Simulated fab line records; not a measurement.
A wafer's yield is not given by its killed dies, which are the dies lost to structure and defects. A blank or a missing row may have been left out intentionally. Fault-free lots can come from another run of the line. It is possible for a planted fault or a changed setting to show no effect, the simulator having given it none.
Chamber matching ; flow n5 finfet ; N5_BEOL_M5_PRE_CLEAN_77 on cvd co-02: 3 sister chambers
The step time 15 s. 6 wafers are shown with their chamber, then 12 later ones without.

## EACH WAFER AND ITS CHAMBER
wafer;chamber;heater power w (W);rf fwd power W (W)
L088.1;0;79;296.0
L088.3;1;77;297.2
L088.6;0;81;296.8
L089.1;1;77;297.8
L089.3;2;94;296.0
L089.5;2;95;294.4

## WAFERS WHOSE CHAMBER IS MISSING
wafer;heater power w (W);rf fwd power W (W)
L091.1;84;295.9
L091.5;80;296.1
L091.6;74;297.4
L092.4;79;295.8
L092.5;95;296.1
L092.6;77;296.8
L094.2;81;296.7
L094.4;95;294.7
L094.6;97;296.3
L097.4;93;294.6
L097.5;80;295.4
L097.6;76;295.7

## EACH ONE'S CHAMBER
wafer;from the rows above;in truth
L091.1;0;0
L091.5;0;0
L091.6;1;1
L092.4;can't be placed: 0 or 1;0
L092.5;2;2
L092.6;1;1
L094.2;0;0
L094.4;2;2
L094.6;2;2
L097.4;2;2
L097.5;0;0
L097.6;can't be placed: 1 or 0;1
Correctly placed: 10 of 12. Cannot be placed on the basis of these rows: 2; the candidates contain the true chamber in 2. Wrongly placed: 0.
How it was worked out, from the rows above alone: a wafer's distance from a chamber is the root of the sum, over the readings, of the square of ((its reading less the chamber's mean) divided by the reading's scatter). If the next closest chamber is less than 2 further off than the closest, the wafer can't be placed; otherwise it belongs to the closest. A chamber's mean is the mean of its shown wafers. The scatter: take each reading less its chamber's mean, square it, sum over the shown wafers, divide by the number of wafers less the number of chambers, and take the root.
